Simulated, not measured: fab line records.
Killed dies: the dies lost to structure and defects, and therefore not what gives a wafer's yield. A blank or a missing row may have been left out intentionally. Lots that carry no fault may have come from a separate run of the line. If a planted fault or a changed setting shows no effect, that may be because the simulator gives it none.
The tool behind it: which one? -- flow n5-finfet -- 7 lots with 21 wafers sampled at 8 steps, on a route of 1938 steps

WHAT EACH GAUGE READ, for each wafer
N5_BEOL_M0_SAQP_OVL_MEAS_41. Usual: M0_CUT1_OVL -0.3 nm, standard deviation 0.66.
lot,measured,on,M0_CUT1_OVL (nm),flag
L132,day 5 14:43,overlay-02,-0.9 -0.2 -0.4,
L134,day 6 01:08,overlay-02,-0.9 -0.5 -0.3,
L139,day 7 18:47,overlay-01,-0.9 -1.8 0.1,
L140,day 7 20:01,overlay-01,0.2 -1.6 -0.4,
L141,day 7 23:04,overlay-01,0.2 0.2 -0.2,
L147,day 9 07:21,overlay-01,-0.3 -0.2 -0.3,
L149,day 9 18:37,overlay-01,0.1 -0.1 0.4,

N5_BEOL_M0_OCD_MEAS_108. Usual: trench-depth-nm reads 32.5 nm (standard deviation 0.66).
lot,measured,on,trench-depth-nm (nm),flag
L132,day 5 20:04,ocd-02,31.9 32.6 32.9,
L134,day 6 04:50,ocd-01,32.8 31.3 31.1,
L139,day 8 01:22,ocd-01,31.7 32.1 32.4,
L140,day 8 02:31,ocd-01,31.5 32.1 32.3,
L141,day 8 01:44,ocd-01,32.7 14.0 14.1,OFF
L147,day 9 12:17,ocd-02,33.0 34.0 33.2,
L149,day 9 21:23,ocd-01,32.9 32.5 32.0,

N5_BEOL_M4_RC_MEAS_101. Usual: DIBL_N 37.1 mV/V, standard deviation 2.6; DIBL_P 38 mV/V, standard deviation 3; IOFF_N 0.18 nA/um, standard deviation 0.052; IOFF_P 0.25 nA/um, standard deviation 0.06; ION_N 678 uA/um, standard deviation 15; ION_P 467 uA/um, standard deviation 8.6; SS_N 71.7 mV/dec, standard deviation 0.73; SS_P 73.7 mV/dec, standard deviation 0.89; VT_N 249 mV, standard deviation 4.3; VT_P -248 mV, standard deviation 3.8.
lot,measured,on,DIBL_N (mV/V),DIBL_P (mV/V),IOFF_N (nA/um),IOFF_P (nA/um),ION_N (uA/um),ION_P (uA/um),SS_N (mV/dec),SS_P (mV/dec),VT_N (mV),VT_P (mV),flag
L132,day 10 15:06,prober-01,33.4 32.1 32.3,34 32 33,0.13 0.12 0.10,0.20 0.16 0.17,648 659 648,455 458 454,72.0 70.9 70.4,72.2 71.6 71.5,254 253 260,-247 -252 -251,
L134,day 11 05:18,prober-02,36.0 36.3 36.3,34 36 35,0.14 0.17 0.15,0.20 0.24 0.24,676 692 691,465 472 474,71.2 71.6 71.2,72.9 73.4 72.7,248 244 249,-250 -246 -248,
L139,day 12 01:53,prober-02,37.1 38.0 34.7,39 41 37,0.18 0.21 0.14,0.24 0.29 0.21,674 686 667,463 476 463,72.0 71.8 70.5,74.2 74.3 73.3,250 249 252,-248 -247 -247,
L140,day 12 21:09,prober-02,40.1 41.5 40.5,41 40 39,0.23 0.26 0.26,0.33 0.32 0.30,688 700 686,477 475 470,71.7 73.2 71.8,74.0 74.5 74.3,246 243 242,-242 -243 -246,
L141,day 12 19:27,prober-01,39.6 37.3 39.5,41 38 40,0.20 0.16 0.21,0.31 0.21 0.27,679 690 693,463 469 471,72.1 71.5 72.2,75.1 73.7 73.5,250 252 245,-246 -249 -247,
L147,day 14 05:19,prober-01,34.6 38.4 40.5,36 38 41,0.12 0.18 0.23,0.22 0.24 0.32,669 671 693,471 469 476,71.3 71.9 72.6,73.4 73.8 74.8,256 250 246,-249 -248 -243,
L149,day 14 14:53,prober-02,36.8 37.6 42.1,38 39 43,0.15 0.18 0.30,0.25 0.29 0.40,675 680 712,469 478 482,71.2 71.5 72.6,73.1 73.6 75.5,253 247 241,-245 -245 -240,

TOOL THAT RAN EACH LOT (tool first, then ch and the chambers of the sampled wafers, then the start)
lot,N5_BEOL_M0_SAQP_PECVD_03,N5_BEOL_M0_SAQP_STRIP_75,N5_BEOL_M0_HM_OPEN_105,N5_BEOL_M0_ETCH_128,N5_BEOL_M0_DEGAS_112
L132,"pecvd-03 ch 0,2, day 5 10:10","rie-diel-03 ch 0,1, day 5 15:54","rie-metal-01 ch 0,1, day 5 19:39","rie-diel-04 ch 0,2, day 5 19:55","pvd-sputter-03, day 5 20:20"
L134,"pecvd-04 ch 0,1,2, day 5 20:07","rie-diel-03 ch 0,2, day 6 02:08","rie-metal-03 ch 0,1, day 6 04:23","rie-diel-04 ch 0,2, day 6 04:41","pvd-sputter-01, day 6 06:01"
L139,"pecvd-01 ch 0,1, day 7 14:12","rie-diel-03 ch 2,3, day 7 20:10","rie-metal-01 ch 0,1, day 8 00:52","rie-diel-05 ch 0,1,3, day 8 01:13","pvd-sputter-02, day 8 01:50"
L140,"pecvd-03 ch 0,1,2, day 7 14:58","rie-diel-03 ch 0,3, day 7 21:04","rie-metal-03 ch 0,1, day 8 02:01","rie-diel-05 ch 0,3, day 8 02:23","pvd-sputter-02, day 8 03:31"
L141,"pecvd-03 ch 1,2, day 7 18:25","rie-diel-03 ch 0,1,3, day 8 00:04","rie-metal-02 ch 0,1, day 8 01:09","rie-diel-01 ch 0,1,3, day 8 01:35","pvd-sputter-02, day 8 02:02"
L147,"pecvd-04 ch 0,1,2, day 9 02:37","rie-diel-06 ch 0,2, day 9 08:21","rie-metal-01 ch 0,1, day 9 11:47","rie-diel-05 ch 0,2,3, day 9 12:09","pvd-sputter-03, day 9 12:46"
L149,"pecvd-01 ch 0,1, day 9 13:16","rie-diel-02 ch 0,2,3, day 9 19:37","rie-metal-02 ch 1, day 9 20:17","rie-diel-05 ch 0,1,2, day 9 21:14","pvd-sputter-03, day 9 22:08"
- N5_BEOL_M0_SAQP_PECVD_03: deposits SiCN from 3MS/NH3, target thk 12 nm, time 21.1 s.
- N5_BEOL_M0_SAQP_STRIP_75: strips in CF4.
- N5_BEOL_M0_HM_OPEN_105: chemistry Cl2/BCl3, target TiN, target depth 12 nm.
- N5_BEOL_M0_ETCH_128: etches SiCN in CF4/N2, target depth 12 nm, overetch 5.1 nm, time 21.4 s.
- N5_BEOL_M0_DEGAS_112: time 60 s.

WHAT THE TOOLS THEMSELVES READ (means of the sampled wafers that have a number; where no wafer has one, the mark that the record gives instead)
N5_BEOL_M0_SAQP_PECVD_03. Usual: showerhead-plenum-p-Torr 3.662 Torr, standard deviation 0.013; throttle-valve-pct 9.0 %, standard deviation 0.59.
lot,tool,showerhead-plenum-p-Torr (Torr),throttle-valve-pct (%),flag
L132,pecvd-03,3.658,8.7,
L134,pecvd-04,3.667,9.1,
L139,pecvd-01,3.668,9.4,
L140,pecvd-03,3.660,8.9,
L141,pecvd-03,3.661,9.3,
L147,pecvd-04,3.668,8.9,
L149,pecvd-01,3.658,9.4,

N5_BEOL_M0_SAQP_STRIP_75. Usual: chamber-pressure-mTorr 50.00 mTorr, standard deviation 0.046; drypump-motor-current-A 5.7 A, standard deviation 0.39; oes-product-au 0.187 a.u., standard deviation 0.02; rf-vpp-V 271.7 V, standard deviation 1.5; showerhead-plenum-p-Torr 1.81 Torr, standard deviation 0.059; throttle-valve-pct 13.47 %, standard deviation 0.25.
lot,tool,chamber-pressure-mTorr (mTorr),drypump-motor-current-A (A),oes-product-au (a.u.),rf-vpp-V (V),showerhead-plenum-p-Torr (Torr),throttle-valve-pct (%),flag
L132,rie-diel-03,50.02,6.0,0.182,271.7,1.82,13.46,
L134,rie-diel-03,50.00,6.2,0.192,272.8,1.84,13.24,
L139,rie-diel-03,50.01,5.5,0.209,273.8,1.90,13.34,
L140,rie-diel-03,49.99,5.5,0.203,272.9,1.87,13.34,
L141,rie-diel-03,50.03,5.7,0.185,272.7,1.84,13.54,
L147,rie-diel-06,49.97,5.5,0.197,271.7,1.82,13.21,
L149,rie-diel-02,49.99,5.8,0.168,270.8,1.75,13.63,

N5_BEOL_M0_HM_OPEN_105. Usual: chamber-pressure-mTorr 10.001 mTorr, standard deviation 0.0085; drypump-motor-current-A 5.8 A, standard deviation 0.36; he-backside-leak-sccm 3.46 sccm, standard deviation 0.2; oes-product-au 0.75 a.u., standard deviation 0.1; throttle-valve-pct 21.96 %, standard deviation 0.28.
lot,tool,chamber-pressure-mTorr (mTorr),drypump-motor-current-A (A),he-backside-leak-sccm (sccm),oes-product-au (a.u.),throttle-valve-pct (%),flag
L132,rie-metal-01,9.998,5.3,3.38,0.76,21.90,
L134,rie-metal-03,10.011,5.7,3.36,0.80,21.69,
L139,rie-metal-01,10.005,5.3,3.34,0.75,21.88,
L140,rie-metal-03,10.005,5.7,3.37,0.79,21.71,
L141,rie-metal-02,9.993,6.1,3.56,0.52,22.61,
L147,rie-metal-01,10.001,5.3,3.43,0.75,21.91,
L149,rie-metal-02,10.005,6.0,3.54,0.62,22.06,

N5_BEOL_M0_ETCH_128. Usual: chamber-pressure-mTorr is 40.00 mTorr with standard deviation 0.041, drypump-motor-current-A is 5.6 A with standard deviation 0.53, n2-flow-sccm is 60.01 sccm with standard deviation 0.18, oes-product-au is 0.53 a.u. with standard deviation 0.052, rf-vpp-V is 382.2 V with standard deviation 1.5, showerhead-plenum-p-Torr is 2.21 Torr with standard deviation 0.05, and throttle-valve-pct is 15.28 % with standard deviation 0.16.
lot,tool,chamber-pressure-mTorr (mTorr),drypump-motor-current-A (A),n2-flow-sccm (sccm),oes-product-au (a.u.),rf-vpp-V (V),showerhead-plenum-p-Torr (Torr),throttle-valve-pct (%),flag
L132,rie-diel-04,40.02,5.4,60.00,0.49,382.4,2.20,15.29,
L134,rie-diel-04,39.98,5.2,59.96,0.51,382.3,2.21,15.17,
L139,rie-diel-05,39.95,5.7,60.00,0.59,381.4,2.19,15.18,
L140,rie-diel-05,40.01,5.2,59.92,0.61,381.7,2.19,15.21,
L141,rie-diel-01,40.04,5.4,60.00,0.41,382.6,2.22,15.32,
L147,rie-diel-05,40.00,5.3,59.98,0.56,381.6,2.21,15.23,
L149,rie-diel-05,39.96,5.7,59.98,0.54,383.2,2.21,15.20,

N5_BEOL_M0_DEGAS_112. Usual: heater-power-w reads 331 W (standard deviation 33).
lot,tool,heater-power-w (W),flag
L132,pvd-sputter-03,298,
L134,pvd-sputter-01,329,
L139,pvd-sputter-02,379,
L140,pvd-sputter-02,403,
L141,pvd-sputter-02,337,
L147,pvd-sputter-03,313,
L149,pvd-sputter-03,304,

THE ANSWER, worked out from the rows above alone
Rule: lot off if the mean of its wafers having a number is beyond 3 standard deviations from the usual mean. Also off: a lot with no number at a reading for which 4 or more lots have one. Where the step has rows for the other lots, those lots are counted as sound. After the gauges, taken in route order, come the tools' own readings; for these a lot's mean is taken, as printed above. At the first step where some lot is off, the reading lying furthest off is the one used; lots without a number count as furthest.
Off, at N5_BEOL_M0_OCD_MEAS_108 on trench-depth-nm: L141.
A tool fits if, at a process step before that reading, it ran every lot that is off, and no sound lot after the first of them. Gauges at N5_BEOL_M0_OCD_MEAS_108: tried the same way as those tools. Can't be told from this: 3 tools fit, pecvd-03 at N5_BEOL_M0_SAQP_PECVD_03, rie-diel-03 at N5_BEOL_M0_SAQP_STRIP_75, rie-diel-01 at N5_BEOL_M0_ETCH_128.

WHAT THE SIMULATOR HAD PUT IN
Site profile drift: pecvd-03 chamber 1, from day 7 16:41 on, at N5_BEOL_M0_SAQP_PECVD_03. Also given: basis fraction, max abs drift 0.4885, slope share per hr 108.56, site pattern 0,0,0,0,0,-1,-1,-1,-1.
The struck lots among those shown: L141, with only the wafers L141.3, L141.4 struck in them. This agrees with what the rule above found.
